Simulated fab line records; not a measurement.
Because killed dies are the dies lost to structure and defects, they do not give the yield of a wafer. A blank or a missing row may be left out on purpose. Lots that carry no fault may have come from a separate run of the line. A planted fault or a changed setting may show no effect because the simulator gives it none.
fab line records	flow nand_harc
record lots=12	wafers=36	last_day=34
route steps=1302 shown P_GATE@149 END@1302
lots that met no fault: from a run of the same line without faults
start_h: start of the lot's first displayed wafer, in hours after the record's first day	wait_h: hours elapsed since this lot's preceding step	" unchanged from the row above	L1.1+2: several wafers, shown together as one row	- either no value or no given start	* or withheld: withheld	< > ~ a bound
route shown NAME@n: a module of which the file shows steps, and the number in the route of the first	usual: the fault-free wafers' mean and standard deviation	same: alike in all rows	chamber/n: place in a boat	sites: the reading at each site	_std_site: the values' standard deviation	_edge_site: inner sites' mean taken away from outer sites' mean	radius_mm: for every site, how far away it sits from the centre of the wafer	mask NAME#n: copy n	behind: the most recent tool/chamber to have shaped the wafer	hold: why the lot was held/for how many hours/how that ended	device: names the non-switching transistor (n, p or np)	end of line: tests of these same wafers at the route's end	for a step that has no rows: nothing shown but its recipe	killed: count of dies lost to structure and defects at first sort (not the wafer's yield)	map: a wafer's dies, marking killed ones x, the rest . and places with no die _
set.NAME: the setting that was run; set.NAME@STEP: the one run at that earlier step	model.NAME: the simulator's own value behind a step, which no gauge read
steps of the route over a sample of lots; a table a step, a row a wafer
services: a tool's chamber out of use, with start hour (start_h, from the record's first day; less than 0 if before it), hours out, and reason
## steps
# step NHARC_P_GATE_ETCH_32
# recipe target_depth_a=1500	over_etch_frac=1	over_etch_ion_energy_ev=40	time_s=100.1	hbr_flow_sccm=150	cl2_flow_sccm=50	rf_w=400	icp_w=400	bias_w=100	chemistry=HBr/Cl2
# usual drypump_motor_current_A=5.9/0.4	oes_product_au=0.996/0.0092	throttle_valve_pct=26.407/0.009
# same over_etch_frac=1
lot.wafer	tool	chamber	start_h	wait_h	drypump_motor_current_A	oes_product_au	rf_hours_counter_h	throttle_valve_pct
L640.1	rie_si-01	1	113.99	-	5.4	1.011	0.6	26.402
L640.4	"	3	"	"	6.1	1.006	0.6	26.400
L640.6	"	1	"	"	5.4	1.006	-	26.401
L643.1	rie_si-03	3	142.08	-	5.4	0.992	0.5	26.413
L643.5	"	3	"	"	5.3	0.984	-	26.424
L643.4	"	1	"	"	5.7	1.004	-	26.413
L651.2	rie_si-02	0	227.04	-	6.1	0.997	0.8	26.400
L651.3	"	1	"	"	5.4	0.996	0.7	26.410
L651.6	"	0	"	"	6.1	1.008	-	26.423
L652.3	rie_si-03	1	244.13	-	5.7	0.994	0.1	26.410
L652.4	"	2	"	"	5.6	0.995	-	26.410
L652.6	"	3	"	"	5.3	0.982	-	26.398
L653.3	rie_si-03	1	244.72	-	5.7	0.984	0.2	26.403
L653.4	"	3	"	"	5.3	0.985	-	26.394
L653.5	"	2	"	"	5.6	0.999	-	26.399
L655.1	rie_si-02	1	267.19	-	5.4	1.003	0.9	26.400
L655.4	"	2	"	"	6.2	0.996	1.1	26.419
L655.6	"	0	"	"	6.1	0.989	-	26.396
L656.3	rie_si-02	3	275.90	-	6.5	0.984	1.1	26.402
L656.4	"	0	"	"	6.1	0.990	1.2	26.391
L656.5	"	3	"	"	6.5	0.989	-	26.407
L657.4	rie_si-02	3	289.19	-	6.5	0.999	0.0	26.413
L657.2	"	0	"	"	6.1	0.990	0.0	26.403
L657.3	"	1	"	"	5.4	0.981	0.0	26.400
L658.4	rie_si-01	3	299.68	-	6.1	1.005	-	26.400
L658.6	"	0	"	"	6.4	0.987	-	26.406
L658.5	"	2	"	"	5.9	0.990	-	26.404
L659.2	rie_si-02	1	317.84	-	5.4	0.993	0.2	26.402
L659.4	"	0	"	"	6.1	0.991	0.2	26.409
L659.5	"	2	"	"	6.2	1.001	-	26.401
L660.1	rie_si-03	2	320.69	-	5.6	0.985	0.6	26.394
L660.4	"	1	"	"	5.7	0.988	-	26.394
L660.5	"	0	"	"	5.4	1.000	-	26.418
L661.3	rie_si-02	3	328.50	-	6.5	1.011	0.3	26.398
L661.1	"	1	"	"	5.4	0.989	0.3	26.396
L661.5	"	3	"	"	6.5	1.009	-	26.424
# step NHARC_P_GATE_STRIP_108
# recipe o2_flow_sccm=500	ar_flow_sccm=0	bias_w=0	chemistry=O2
# usual drypump_motor_current_A=5.92/0.29	oes_product_au=1.002/0.011	rf_vpp_V=57.8/0.79	showerhead_plenum_p_Torr=3.55/0.12	throttle_valve_pct=17.036/0.0085
lot.wafer	tool	chamber	start_h	wait_h	drypump_motor_current_A	oes_product_au	rf_hours_counter_h	rf_vpp_V	showerhead_plenum_p_Torr	throttle_valve_pct
L640.4	rie_diel-03	1	114.17	-	5.75	1.001	0	57.1	3.58	17.033
L640.1	"	2	"	"	5.74	1.003	0	58.1	3.63	17.036
L640.6	"	1	"	"	5.76	1.008	-	57.5	3.58	17.030
L643.4	rie_diel-03	3	142.27	-	5.97	1.000	1	57.0	3.70	17.031
L643.1	"	2	"	"	5.75	1.002	1	58.9	3.63	17.050
L643.5	"	3	"	"	5.96	0.986	-	58.7	3.70	17.028
L651.3	rie_diel-03	0	227.22	-	5.88	1.005	4	57.5	3.43	17.038
L651.2	"	2	"	"	5.76	1.010	6	58.2	3.62	17.035
L651.6	"	3	"	"	5.92	0.999	-	57.9	3.70	17.044
L652.3	rie_diel-07	2	244.36	-	6.45	0.986	8	57.6	3.64	17.033
L652.6	"	3	"	"	5.77	0.992	-	57.7	3.45	17.044
L652.4	"	0	"	"	5.78	0.979	-	58.4	3.43	17.030
L653.3	rie_diel-03	3	244.89	-	5.94	1.006	6	58.4	3.70	17.041
L653.5	"	3	"	"	5.95	1.001	-	59.0	3.70	17.054
L653.4	"	0	"	"	5.88	0.994	-	58.3	3.43	17.028
L655.4	rie_diel-07	0	267.33	-	5.77	0.986	10	57.7	3.43	17.021
L655.1	"	2	"	"	6.45	0.996	9	57.4	3.64	17.027
L655.6	"	0	"	"	5.77	0.992	-	57.4	3.43	17.027
L656.3	rie_diel-11	0	276.08	-	5.30	0.995	1	58.4	3.52	17.031
L656.4	"	2	"	"	6.38	1.019	2	57.7	3.74	17.038
L656.5	"	3	"	"	5.51	0.998	-	57.5	3.79	17.040
L657.4	rie_diel-07	3	289.33	-	5.80	0.997	8	57.4	3.45	17.047
L657.3	"	0	"	"	5.75	0.988	11	58.8	3.43	17.037
L657.2	"	1	"	"	6.40	0.995	10	58.8	3.44	17.039
L658.4	rie_diel-03	0	299.83	-	5.87	1.030	1	58.6	3.43	17.037
L658.6	"	3	"	"	5.93	1.012	-	58.5	3.70	17.024
L658.5	"	0	"	"	5.85	1.023	-	57.0	3.43	17.033
L659.4	rie_diel-07	0	318.00	-	5.79	1.013	1	57.1	3.43	17.033
L659.2	"	1	"	"	6.41	0.997	1	57.6	3.44	17.027
L659.5	"	0	"	"	5.78	1.007	-	57.1	3.43	17.023
L660.4	rie_diel-07	1	320.87	-	6.38	0.992	1	56.7	3.44	17.050
L660.1	"	2	"	"	6.45	1.010	1	57.7	3.64	17.037
L660.5	"	0	"	"	5.79	0.995	-	56.5	3.43	17.019
L661.1	rie_diel-07	3	328.65	-	5.79	1.002	2	57.1	3.45	17.033
L661.3	"	0	"	"	5.77	1.012	2	57.6	3.43	17.037
L661.5	"	0	"	"	5.78	1.003	-	56.6	3.43	17.036
# step NHARC_P_GATE_EXPOSE_43
# recipe na=0.6	target_cd_nm=720	dose_mj=14.81	mask_id=P_NSD
lot.wafer	tool	chamber	start_h	wait_h	mask
L640.1+4+6	krf_scanner-02	0	125.14	-	P_HVPW#0
L643.1+4+5	krf_scanner-02	0	153.37	-	P_NSD#0
L651.2+3+6	krf_scanner-01	0	238.17	-	P_NSD#0
L652.3+4+6	krf_scanner-02	0	255.40	-	P_NSD#0
L653.3+4+5	krf_scanner-03	0	255.91	-	P_NSD#0
L655.1+4+6	krf_scanner-02	0	278.30	-	P_NSD#0
L656.3+4+5	krf_scanner-01	0	287.17	-	P_NSD#0
L657.2+3+4	krf_scanner-03	0	300.36	-	P_NSD#0
L658.4+5+6	krf_scanner-03	0	312.73	-	P_NSD#0
L659.2+4+5	krf_scanner-02	0	329.03	-	P_NSD#0
L660.1+4+5	krf_scanner-02	0	331.84	-	P_NSD#0
L661.1+3+5	krf_scanner-03	0	339.77	-	P_NSD#0
# step NHARC_P_GATE_CD_MEAS_46
# recipe target_cd_nm=720	landing_energy_ev=500
# usual cd_nm=719.1/1.9
lot.wafer	tool	chamber	start_h	wait_h	cd_nm
L640.1	cd_sem-02	0	125.30	-	-
L640.4	"	0	"	"	-
L640.6	"	0	"	"	-
L643.1	cd_sem-03	0	153.53	-	717.9
L643.4	"	0	"	"	716.9
L643.5	"	0	"	"	718.2
L651.2	cd_sem-03	0	238.33	-	720.5
L651.3	"	0	"	"	718.4
L651.6	"	0	"	"	722.3
L652.3	cd_sem-03	0	255.55	-	721.6
L652.4	"	0	"	"	720.5
L652.6	"	0	"	"	718.2
L653.3	cd_sem-02	0	256.06	-	719.6
L653.4	"	0	"	"	721.7
L653.5	"	0	"	"	720.9
L655.1	cd_sem-02	0	278.45	-	722.3
L655.4	"	0	"	"	720.4
L655.6	"	0	"	"	720.5
L656.3	cd_sem-03	0	287.32	-	717.7
L656.4	"	0	"	"	717.1
L656.5	"	0	"	"	715.3
L657.2	cd_sem-03	0	300.51	-	722.2
L657.3	"	0	"	"	721.5
L657.4	"	0	"	"	717.8
L658.4	cd_sem-03	0	312.89	-	718.7
L658.5	"	0	"	"	719.4
L658.6	"	0	"	"	719.8
L659.2	cd_sem-03	0	329.18	-	721.1
L659.4	"	0	"	"	717.4
L659.5	"	0	"	"	717.7
L660.1	cd_sem-03	0	332.00	-	719.9
L660.4	"	0	"	"	718.7
L660.5	"	0	"	"	720.0
L661.1	cd_sem-02	0	339.94	-	715.7
L661.3	"	0	"	"	715.1
L661.5	"	0	"	"	717.2
# step NHARC_P_GATE_STRIP_112
# recipe power_w=1500	temp_c=110	time_s=200	chemistry=N2/H2
# usual drypump_motor_current_A=6.0/0.42	heater_power_w=83/3.4
lot.wafer	tool	chamber	start_h	wait_h	drypump_motor_current_A	heater_power_w	rf_hours_counter_h
L640.1	plasma_asher-02	1	127.71	0.2	6.5	88	8
L640.4	"	1	"	"	6.5	84	-
L640.6	"	0	"	"	6.0	79	-
L643.1	plasma_asher-02	1	155.68	0.2	6.5	84	13
L643.4	"	0	"	"	6.0	77	-
L643.5	"	1	"	"	6.5	84	-
L651.2	plasma_asher-01	1	240.66	0.2	5.5	81	10
L651.3	"	0	"	"	5.4	84	-
L651.6	"	1	"	"	5.5	84	-
L652.3	plasma_asher-01	1	257.94	0.2	5.5	84	-
L652.4	"	0	"	"	5.4	84	-
L652.6	"	1	"	"	5.5	83	-
L653.4	plasma_asher-02	0	258.43	0.2	6.0	79	-
L653.3	"	1	"	"	6.5	86	-
L653.5	"	0	"	"	6.0	80	-
L655.1	plasma_asher-02	1	280.88	0.2	6.5	90	6
L655.4	"	1	"	"	6.5	87	-
L655.6	"	1	"	"	6.5	89	-
L656.3	plasma_asher-01	0	289.56	0.2	5.4	85	-
L656.4	"	1	"	"	5.5	85	-
L656.5	"	0	"	"	5.4	84	-
L657.2	plasma_asher-02	0	302.72	0.2	6.0	78	11
L657.4	"	1	"	"	6.5	87	-
L657.3	"	0	"	"	6.0	80	-
L658.4	plasma_asher-01	0	315.29	0.2	5.4	84	-
L658.5	"	1	"	"	5.5	85	-
L658.6	"	0	"	"	5.4	84	-
L659.2	plasma_asher-02	1	331.45	0.2	6.5	88	16
L659.4	"	0	"	"	6.0	81	-
L659.5	"	1	"	"	6.5	85	-
L660.1	plasma_asher-02	1	334.47	0.2	6.5	89	18
L660.4	"	0	"	"	6.0	81	-
L660.5	"	1	"	"	6.5	86	-
L661.1	plasma_asher-02	0	342.16	0.2	6.0	80	20
L661.3	"	1	"	"	6.5	87	-
L661.5	"	1	"	"	6.5	87	-
# step NHARC_END_SORT_01
# recipe temp_c=25
# usual killed_at_array=56/19	killed_at_other=1.0/1.3	killed_at_periphery=3.8/2.2	killed_dies=61/19	killed_open=3.1/1.9	killed_short=2.3/1.5
# same gross_dies=677
lot.wafer	tool	chamber	start_h	wait_h	hold	killed_at_array	killed_at_other	killed_at_periphery	killed_dies	killed_open	killed_short
L640.1	prober-02	0	585.54	2.5	await_dispo/2.0h/scrap	32	3	642	677	8	5
L640.4	prober-02	0	587.93	3.4	await_dispo/2.0h/scrap	19	0	658	677	2	4
L640.6	prober-02	0	589.52	4.0	await_dispo/2.0h/scrap	25	0	652	677	6	1
L643.1	prober-01	0	600.59	2.5	-	43	0	4	47	3	1
L643.4	prober-01	0	602.96	3.4	-	49	4	5	58	3	3
L643.5	prober-01	0	603.75	3.7	-	45	0	3	48	1	2
L651.2	prober-02	0	701.43	2.8	-	79	6	5	90	1	5
L651.3	prober-02	0	702.22	3.1	-	75	0	5	80	2	5
L651.6	prober-02	0	704.62	4.0	-	67	4	1	72	6	2
L652.3	prober-01	0	705.91	3.1	-	50	3	3	56	2	2
L652.4	prober-01	0	706.71	3.4	-	38	1	1	40	4	1
L652.6	prober-01	0	708.32	4.0	-	46	2	6	54	0	2
L653.3	prober-02	0	713.28	3.1	-	55	0	1	56	3	3
L653.4	prober-02	0	714.09	3.4	-	50	0	2	52	4	3
L653.5	prober-02	0	714.90	3.7	-	45	1	2	48	3	2
L655.1	prober-01	0	740.40	2.5	-	49	0	3	52	2	4
L655.4	prober-01	0	742.81	3.4	-	57	0	6	63	7	1
L655.6	prober-01	0	744.41	4.0	-	67	0	6	73	6	1
L656.3	prober-02	0	744.45	3.1	-	30	1	2	33	4	0
L656.4	prober-02	0	745.26	3.4	-	32	0	2	34	1	0
L656.5	prober-02	0	746.06	3.7	-	37	0	0	37	4	2
L657.2	prober-01	0	749.03	2.8	-	88	0	5	93	4	1
L657.3	prober-01	0	749.84	3.1	-	96	2	4	102	2	1
L657.4	prober-01	0	750.65	3.4	-	75	0	3	78	2	1
L658.4	prober-02	0	753.08	3.4	-	32	0	7	39	2	2
L658.5	prober-02	0	753.87	3.7	-	37	2	4	43	4	4
L658.6	prober-02	0	754.67	4.0	-	37	3	4	44	6	4
L660.1	prober-01	0	771.99	2.5	-	45	2	4	51	2	5
L660.4	prober-01	0	774.39	3.4	-	45	3	5	53	3	3
L660.5	prober-01	0	775.19	3.7	-	50	2	1	53	2	3
L659.2	prober-02	0	773.31	2.8	-	52	1	0	53	2	2
L659.4	prober-02	0	774.90	3.4	-	78	0	1	79	9	2
L659.5	prober-02	0	775.70	3.7	-	48	1	6	55	2	1
L661.1	prober-02	0	803.74	2.5	-	70	0	2	72	1	0
L661.3	prober-02	0	805.33	3.1	-	73	1	3	77	3	5
L661.5	prober-02	0	806.93	3.7	-	84	3	1	88	5	3
# killed by level:class
L640.1 P_GATE:area_expose=636 A_CHANNEL_HOLE_D2:chamber_film_flake=11 A_STAIRCASE:chamber_film_flake=6 A_CHANNEL_FILL_D1:geometric_particle:open=2 A_CONTACT:chamber_film_flake=2 THIN_TSV:chamber_film_flake=2 P_CONTACT:geometric_particle:open=1 P_M0:geometric_particle:open=1
L640.4 P_GATE:area_expose=648 P_GATE:chamber_film_flake=7 A_WL_FILL:chamber_film_flake=5 A_CHANNEL_HOLE_D2:chamber_film_flake=3 A_CONTACT:chamber_film_flake=3 A_CHANNEL_FILL_D1:geometric_particle:short=2 P_GATE:geometric_particle:open=1 P_CONTACT:geometric_particle:open=1
L640.6 P_GATE:area_expose=645 A_CHANNEL_HOLE_D2:chamber_film_flake=10 P_GATE:chamber_film_flake=4 A_CONTACT:chamber_film_flake=4 A_STAIRCASE:chamber_film_flake=3 P_GATE:geometric_particle:open=1 P_M0:geometric_particle:open=1 A_SOURCE_PLATE:geometric_particle:open=1
L643.1 A_CHANNEL_HOLE_D2:chamber_film_flake=31 A_CHANNEL_HOLE_D1:chamber_film_flake=5 A_CONTACT:chamber_film_flake=2 P_M2:geometric_particle:open=1 A_ONON_D2:geometric_particle:open=1 A_CHANNEL_FILL_D2:geometric_particle:open=1 A_M0:geometric_particle:short=1 P_ZERO_WELL:chamber_film_flake=1
L643.4 A_CHANNEL_HOLE_D2:chamber_film_flake=34 THIN_TSV:chamber_film_flake=4 P_M2:chamber_film_flake=3 A_CHANNEL_FILL_D2:chamber_film_flake=3 A_CONTACT:chamber_film_flake=3 A_CHANNEL_HOLE_D1:chamber_film_flake=2 P_M0:geometric_particle:open=1 A_CHANNEL_FILL_D1:geometric_particle:short=1
L643.5 A_CHANNEL_HOLE_D2:chamber_film_flake=33 P_M2:chamber_film_flake=2 A_ZERO_WELL:chamber_film_flake=2 A_CHANNEL_HOLE_D1:chamber_film_flake=2 A_DECK1_JOINT:chamber_film_flake=2 A_CONTACT:chamber_film_flake=2 P_STI:geometric_particle:short=1 A_CHANNEL_FILL_D1:geometric_particle:open=1
L651.2 A_SLIT:chamber_film_flake=41 A_CHANNEL_HOLE_D1:chamber_film_flake=25 THIN_TSV:chamber_film_flake=6 A_CONTACT:chamber_film_flake=5 P_M1:chamber_film_flake=2 P_GATE:geometric_particle:short=1 P_M2:geometric_particle:short=1 A_ONON_D1:geometric_particle:short=1
L651.3 A_SLIT:chamber_film_flake=33 A_CHANNEL_HOLE_D1:chamber_film_flake=30 P_M1:chamber_film_flake=3 A_ONON_D1:geometric_particle:short=2 A_WL_FILL:chamber_film_flake=2 A_STAIRCASE:chamber_film_flake=2 A_CONTACT:chamber_film_flake=2 P_CONTACT:geometric_particle:open=1
L651.6 A_CHANNEL_HOLE_D1:chamber_film_flake=29 A_SLIT:chamber_film_flake=24 THIN_TSV:chamber_film_flake=4 A_WL_FILL:chamber_film_flake=3 A_ONON_D2:geometric_particle:open=2 A_DECK1_JOINT:chamber_film_flake=2 A_CHANNEL_FILL_D1:geometric_particle:open=1 A_DECK1_JOINT:geometric_particle:open=1
L652.3 A_CHANNEL_HOLE_D1:chamber_film_flake=31 A_SLIT:chamber_film_flake=7 A_CONTACT:chamber_film_flake=5 THIN_TSV:chamber_film_flake=2 A_WL_FILL:chamber_film_flake=2 A_BONDPAD:chamber_film_flake=2 P_M0:geometric_particle:open=1 P_M0:geometric_particle:short=1
L652.4 A_CHANNEL_HOLE_D1:chamber_film_flake=25 A_STAIRCASE:chamber_film_flake=3 A_SLIT:chamber_film_flake=2 A_CONTACT:chamber_film_flake=2 P_GATE:geometric_particle:open=1 A_ONON_D1:geometric_particle:open=1 A_ONON_D2:geometric_particle:open=1 A_CHANNEL_FILL_D2:geometric_particle:open=1
L652.6 A_CHANNEL_HOLE_D1:chamber_film_flake=34 P_STI:chamber_film_flake=5 A_SLIT:chamber_film_flake=4 A_CONTACT:chamber_film_flake=3 A_STAIRCASE:chamber_film_flake=2 A_SGD_CUT:geometric_particle:short=1 STARTING-WAFER:geometric_particle:short=1 P_GATE:chamber_film_flake=1
L653.3 A_SLIT:chamber_film_flake=27 A_CHANNEL_HOLE_D1:chamber_film_flake=8 A_CONTACT:chamber_film_flake=6 A_STAIRCASE:chamber_film_flake=4 A_BONDPAD:chamber_film_flake=2 A_SOURCE_PLATE:geometric_particle:open=1 A_CHANNEL_FILL_D1:geometric_particle:open=1 A_DECK1_JOINT:geometric_particle:short=1
L653.4 A_SLIT:chamber_film_flake=29 A_CHANNEL_HOLE_D1:chamber_film_flake=8 A_CONTACT:chamber_film_flake=5 A_BLC:geometric_particle:open=2 A_STAIRCASE:chamber_film_flake=2 P_CONTACT:geometric_particle:short=1 A_DECK1_JOINT:geometric_particle:open=1 A_CHANNEL_HOLE_D2:geometric_particle:open=1
L653.5 A_SLIT:chamber_film_flake=31 A_CONTACT:chamber_film_flake=5 A_CHANNEL_HOLE_D1:chamber_film_flake=3 A_STAIRCASE:chamber_film_flake=3 A_CHANNEL_FILL_D2:geometric_particle:short=2 P_CONTACT:geometric_particle:open=1 A_M1:geometric_particle:open=1 STARTING-WAFER:geometric_particle:open=1
L655.1 A_CHANNEL_HOLE_D2:chamber_film_flake=20 A_CHANNEL_HOLE_D1:chamber_film_flake=10 A_STAIRCASE:chamber_film_flake=6 A_SLIT:chamber_film_flake=5 A_WL_FILL:geometric_particle:short=2 P_ZERO_WELL:chamber_film_flake=2 A_CONTACT:chamber_film_flake=2 P_GATE:geometric_particle:short=1
L655.4 A_CHANNEL_HOLE_D2:chamber_film_flake=23 A_STAIRCASE:chamber_film_flake=8 A_SLIT:chamber_film_flake=7 A_CHANNEL_HOLE_D1:chamber_film_flake=6 P_M0:geometric_particle:open=4 A_SGD_CUT:chamber_film_flake=4 A_CONTACT:chamber_film_flake=3 P_ZERO_WELL:chamber_film_flake=2
L655.6 A_CHANNEL_HOLE_D2:chamber_film_flake=26 A_STAIRCASE:chamber_film_flake=10 A_CHANNEL_HOLE_D1:chamber_film_flake=8 A_SLIT:chamber_film_flake=8 P_ZERO_WELL:chamber_film_flake=6 A_CONTACT:chamber_film_flake=6 A_M0:geometric_particle:open=2 A_ZERO_WELL:chamber_film_flake=2
L656.3 A_CHANNEL_HOLE_D1:chamber_film_flake=17 A_SLIT:chamber_film_flake=3 A_CHANNEL_HOLE_D2:chamber_film_flake=2 A_STAIRCASE:chamber_film_flake=2 P_M0:geometric_particle:open=1 A_ONON_D1:geometric_particle:open=1 A_CHANNEL_FILL_D2:geometric_particle:open=1 A_CONTACT:geometric_particle:open=1
L656.4 A_CHANNEL_HOLE_D1:chamber_film_flake=13 A_SLIT:chamber_film_flake=8 A_STAIRCASE:chamber_film_flake=4 A_ZERO_WELL:chamber_film_flake=2 A_CONTACT:chamber_film_flake=2 A_CHANNEL_FILL_D2:geometric_particle:open=1 P_GATE:chamber_film_flake=1 P_BONDPAD:chamber_film_flake=1
L656.5 A_CHANNEL_HOLE_D1:chamber_film_flake=12 A_STAIRCASE:chamber_film_flake=6 A_CHANNEL_HOLE_D2:chamber_film_flake=5 A_WL_FILL:chamber_film_flake=4 A_M0:geometric_particle:open=2 A_SLIT:chamber_film_flake=2 A_CHANNEL_FILL_D2:geometric_particle:short=1 A_CHANNEL_FILL_D2:geometric_particle:open=1
L657.2 A_CHANNEL_HOLE_D1:chamber_film_flake=33 A_SLIT:chamber_film_flake=29 A_CHANNEL_HOLE_D2:chamber_film_flake=14 P_GATE:chamber_film_flake=4 A_CONTACT:chamber_film_flake=4 A_ZERO_WELL:chamber_film_flake=2 P_CONTACT:geometric_particle:open=1 A_CHANNEL_HOLE_D1:geometric_particle:open=1
L657.3 A_SLIT:chamber_film_flake=34 A_CHANNEL_HOLE_D1:chamber_film_flake=26 A_CHANNEL_HOLE_D2:chamber_film_flake=24 A_CONTACT:chamber_film_flake=6 P_ZERO_WELL:chamber_film_flake=3 A_DECK1_JOINT:chamber_film_flake=2 THIN_TSV:chamber_film_flake=2 P_M2:geometric_particle:open=1
L657.4 A_CHANNEL_HOLE_D1:chamber_film_flake=28 A_SLIT:chamber_film_flake=24 A_CHANNEL_HOLE_D2:chamber_film_flake=16 P_ZERO_WELL:chamber_film_flake=3 A_STAIRCASE:chamber_film_flake=2 A_DECK1_JOINT:geometric_particle:open=1 A_ONON_D2:geometric_particle:open=1 A_WL_FILL:geometric_particle:short=1
L658.4 A_CHANNEL_HOLE_D1:chamber_film_flake=14 A_SLIT:chamber_film_flake=5 P_ZERO_WELL:chamber_film_flake=4 A_CONTACT:chamber_film_flake=4 P_GATE:chamber_film_flake=3 A_ONON_D1:geometric_particle:open=2 A_STAIRCASE:chamber_film_flake=2 A_DECK1_JOINT:geometric_particle:short=1
L658.5 A_CHANNEL_HOLE_D1:chamber_film_flake=15 A_SLIT:chamber_film_flake=6 A_STAIRCASE:chamber_film_flake=3 A_ONON_D2:geometric_particle:open=2 A_CHANNEL_FILL_D2:geometric_particle:short=2 P_GATE:chamber_film_flake=2 THIN_TSV:chamber_film_flake=2 A_WL_FILL:chamber_film_flake=2
L658.6 A_CHANNEL_HOLE_D1:chamber_film_flake=12 A_SLIT:chamber_film_flake=5 A_STAIRCASE:chamber_film_flake=3 THIN_TSV:chamber_film_flake=3 P_GATE:chamber_film_flake=2 A_DECK1_JOINT:chamber_film_flake=2 A_CHANNEL_FILL_D2:chamber_film_flake=2 A_CONTACT:chamber_film_flake=2
L660.1 A_CHANNEL_HOLE_D2:chamber_film_flake=26 A_SLIT:chamber_film_flake=7 A_CONTACT:chamber_film_flake=6 A_WL_FILL:geometric_particle:short=2 THIN_TSV:chamber_film_flake=2 P_CONTACT:geometric_particle:open=1 P_M1:geometric_particle:short=1 A_CHANNEL_FILL_D1:geometric_particle:open=1
L659.2 A_SLIT:chamber_film_flake=23 A_CHANNEL_HOLE_D1:chamber_film_flake=13 A_CONTACT:chamber_film_flake=5 A_CHANNEL_FILL_D1:chamber_film_flake=3 A_SOURCE_PLATE:geometric_particle:open=1 A_DECK1_JOINT:geometric_particle:open=1 A_SGD_CUT:geometric_particle:short=1 A_BLC:geometric_particle:short=1
L660.4 A_CHANNEL_HOLE_D2:chamber_film_flake=24 A_SLIT:chamber_film_flake=10 P_ZERO_WELL:chamber_film_flake=3 THIN_TSV:chamber_film_flake=3 A_CHANNEL_FILL_D2:chamber_film_flake=2 A_CONTACT:chamber_film_flake=2 P_M0:geometric_particle:open=1 A_ONON_D1:geometric_particle:short=1
L659.4 A_SLIT:chamber_film_flake=35 A_CHANNEL_HOLE_D1:chamber_film_flake=22 A_CONTACT:chamber_film_flake=4 A_M0:geometric_particle:open=2 A_ZERO_WELL:chamber_film_flake=2 A_ONON_D1:geometric_particle:open=1 A_CHANNEL_FILL_D1:geometric_particle:short=1 A_ONON_D2:geometric_particle:open=1
L660.5 A_CHANNEL_HOLE_D2:chamber_film_flake=33 A_SLIT:chamber_film_flake=9 THIN_TSV:chamber_film_flake=2 A_ONON_D1:geometric_particle:short=1 A_DECK1_JOINT:geometric_particle:short=1 A_CHANNEL_HOLE_D2:geometric_particle:open=1 A_WL_FILL:geometric_particle:short=1 A_M1:geometric_particle:open=1
L659.5 A_SLIT:chamber_film_flake=28 A_CHANNEL_HOLE_D1:chamber_film_flake=10 A_CONTACT:chamber_film_flake=6 P_ZERO_WELL:chamber_film_flake=3 A_CHANNEL_FILL_D1:geometric_particle:short=1 A_ONON_D2:geometric_particle:open=1 A_SGD_CUT:geometric_particle:open=1 P_STI:chamber_film_flake=1
L661.1 A_CHANNEL_HOLE_D2:chamber_film_flake=29 A_SLIT:chamber_film_flake=14 A_CHANNEL_HOLE_D1:chamber_film_flake=12 A_CONTACT:chamber_film_flake=8 A_STAIRCASE:chamber_film_flake=3 A_CONTACT:geometric_particle:open=1 P_GATE:chamber_film_flake=1 P_M2:chamber_film_flake=1
L661.3 A_CHANNEL_HOLE_D2:chamber_film_flake=28 A_CONTACT:chamber_film_flake=14 A_CHANNEL_HOLE_D1:chamber_film_flake=11 A_SLIT:chamber_film_flake=7 A_CHANNEL_FILL_D2:chamber_film_flake=2 A_STAIRCASE:chamber_film_flake=2 P_GATE:geometric_particle:short=1 P_M0:geometric_particle:open=1
L661.5 A_CHANNEL_HOLE_D2:chamber_film_flake=40 A_CHANNEL_HOLE_D1:chamber_film_flake=16 A_CONTACT:chamber_film_flake=11 A_SLIT:chamber_film_flake=9 THIN_TSV:chamber_film_flake=3 A_ONON_D2:geometric_particle:open=2 A_M0:geometric_particle:open=2 P_M0:geometric_particle:open=1
## services
tool	chamber	start_h	hours	kind
krf_scanner-02	-	94.00	4.0	pm
rie_si-02	-	100.00	9.0	pm
rie_diel-03	-	105.01	9.0	pm
rie_diel-07	-	117.63	9.0	pm
rie_diel-07	-	139.55	1.1	repair
rie_diel-03	1	155.59	4.8	repair
krf_scanner-02	-	168.34	0.8	repair
rie_si-02	1	173.02	18.8	repair
rie_diel-07	0	188.12	5.2	repair
rie_diel-07	1	191.78	7.4	repair
rie_diel-07	3	193.63	8.2	repair
rie_diel-03	0	209.83	7.8	repair
rie_diel-07	1	242.24	8.3	repair
rie_diel-03	2	242.91	4.0	repair
plasma_asher-02	-	249.24	9.0	pm
krf_scanner-02	-	266.00	4.0	pm
krf_scanner-02	-	271.11	2.0	repair
rie_si-02	-	277.00	9.0	pm
rie_diel-07	0	277.34	3.5	repair
rie_diel-03	3	280.84	4.3	repair
rie_diel-03	-	282.01	9.0	pm
rie_diel-07	-	294.63	9.0	pm
rie_diel-07	1	333.38	8.6	repair
rie_diel-07	3	334.75	15.5	repair
## key
first_sign step=NHARC_P_GATE_EXPOSE_43	reading=mask	direction=changed
effect step=NHARC_P_GATE_CD_MEAS_46	reading=cd_nm	direction=missing
effect step=NHARC_END_SORT_01	reading=killed_at_periphery	direction=up	sigmas=99+	usual=3.8	struck=650.7
more_kills_born_at NHARC_P_GATE_EXPOSE_43@krf_scanner-02=1929
met_at NHARC_P_GATE_EXPOSE_43
struck_lots L640
later_rows_left_out L640.1,L640.4,L640.6
tester_left_out L640
not_acting_at NHARC_P_GATE_ETCH_32,NHARC_P_GATE_STRIP_108,NHARC_P_GATE_STRIP_112
fault kind=wrong_mask	tool=any	chamber=-	onset_h=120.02	steps=NHARC_P_GATE_EXPOSE_43	aux_copy=P_HVPW#0	scope=struck_lots_only
# tester_left_out: of these lots the tester's yield and bins aren't shown, on N5 and GAA mostly nor the transistor test; their killed dies are dies lost to structure and defects alone, not to doping, threshold or leakage, so they don't give the yield
# later_rows_left_out: the simulator's readings of these wafers behind a module that went badly wrong aren't trusted and aren't shown, but for the sort
